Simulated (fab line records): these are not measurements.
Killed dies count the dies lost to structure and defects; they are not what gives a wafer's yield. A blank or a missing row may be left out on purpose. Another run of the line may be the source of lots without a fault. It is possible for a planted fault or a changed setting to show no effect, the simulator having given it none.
Which of the tools did it? :: flow nandHarc :: 18 wafers from 6 lots sampled at 5 of the route's 1159 steps

## WHAT EACH GAUGE READ, for each wafer
NHARC_END_SORT_01.
lot :: measured :: on :: killedAtArray

## TOOL THAT RAN EACH LOT (tool first, then ch and the chambers of the sampled wafers, then the start)
lot: L897
NHARC_A_CHANNEL_HOLE_D1_ETCH_23: harEtch-02 ch 0,1, day 9 07:04
NHARC_A_CHANNEL_HOLE_D1_XSEM_31: xsem-02 ch 0, day 9 11:00
NHARC_A_CHANNEL_FILL_D1_ALD_16: aldHk-04 ch 1,2, day 9 22:43
NHARC_A_CHANNEL_FILL_D1_STRIP_28: rieDiel-10 ch 0,1,2, day 10 10:37

lot: L900
NHARC_A_CHANNEL_HOLE_D1_ETCH_23: harEtch-01 ch 0,1, day 10 07:18
NHARC_A_CHANNEL_HOLE_D1_XSEM_31: xsem-01 ch 0, day 10 11:22
NHARC_A_CHANNEL_FILL_D1_ALD_16: aldHk-01 ch 0,1,2, day 10 23:32
NHARC_A_CHANNEL_FILL_D1_STRIP_28: rieDiel-03 ch 0,3, day 11 11:35

lot: L903
NHARC_A_CHANNEL_HOLE_D1_ETCH_23: harEtch-02 ch 0,1, day 10 21:07
NHARC_A_CHANNEL_HOLE_D1_XSEM_31: xsem-02 ch 0, day 11 01:17
NHARC_A_CHANNEL_FILL_D1_ALD_16: aldHk-04 ch 0,2, day 11 14:25
NHARC_A_CHANNEL_FILL_D1_STRIP_28: rieDiel-10 ch 0,1,2, day 12 02:20

lot: L905
NHARC_A_CHANNEL_HOLE_D1_ETCH_23: harEtch-02 ch 0,1, day 11 12:05
NHARC_A_CHANNEL_HOLE_D1_XSEM_31: xsem-02 ch 0, day 11 16:17
NHARC_A_CHANNEL_FILL_D1_ALD_16: aldHk-02 ch 0,1,3, day 12 08:15
NHARC_A_CHANNEL_FILL_D1_STRIP_28: rieDiel-02 ch 0,3, day 12 20:31

lot: L911
NHARC_A_CHANNEL_HOLE_D1_ETCH_23: harEtch-02 ch 0,1, day 12 18:20
NHARC_A_CHANNEL_HOLE_D1_XSEM_31: xsem-02 ch 0, day 12 22:16
NHARC_A_CHANNEL_FILL_D1_ALD_16: aldHk-02 ch 1,2, day 13 11:32
NHARC_A_CHANNEL_FILL_D1_STRIP_28: rieDiel-02 ch 0,3, day 14 01:19

lot: L915
NHARC_A_CHANNEL_HOLE_D1_ETCH_23: harEtch-02 ch 0,1, day 14 05:42
NHARC_A_CHANNEL_HOLE_D1_XSEM_31: xsem-01 ch 0, day 14 09:31
NHARC_A_CHANNEL_FILL_D1_ALD_16: aldHk-04 ch 0,2,3, day 14 23:38
NHARC_A_CHANNEL_FILL_D1_STRIP_28: rieDiel-02 ch 0,1,3, day 15 11:54
- NHARC_A_CHANNEL_HOLE_D1_ETCH_23: etches the open film in C4F8/O2/Ar, time 819 s, target depth 1600 nm.
- NHARC_A_CHANNEL_HOLE_D1_XSEM_31
- NHARC_A_CHANNEL_FILL_D1_ALD_16: deposits SiO2, target thk 1.5 nm, pulse time 10 s, ald cycles 15.
- NHARC_A_CHANNEL_FILL_D1_STRIP_28: strips in O2, time 20 s.

## THE ANSWER, worked out from the rows above alone
Rule: what is usual is taken from the lots themselves. Put in order of their means at a reading, lots are off if they are a third of the lots or fewer, leave a main group of 4 or more, and stand apart from it by a gap of 3 or more times the standard deviation of the main group's means; of several such gaps the widest counts. Not used: any main group whose means are identical at the precision the tables above print for the reading. A lot without any number at a reading at which 4 lots or more have one is off too. Any other lot the step has rows for is counted as sound.
No lot is off on any of the readings shown, so nothing can be concluded from this.

## WHAT HAD BEEN PUT IN BY THE SIMULATOR
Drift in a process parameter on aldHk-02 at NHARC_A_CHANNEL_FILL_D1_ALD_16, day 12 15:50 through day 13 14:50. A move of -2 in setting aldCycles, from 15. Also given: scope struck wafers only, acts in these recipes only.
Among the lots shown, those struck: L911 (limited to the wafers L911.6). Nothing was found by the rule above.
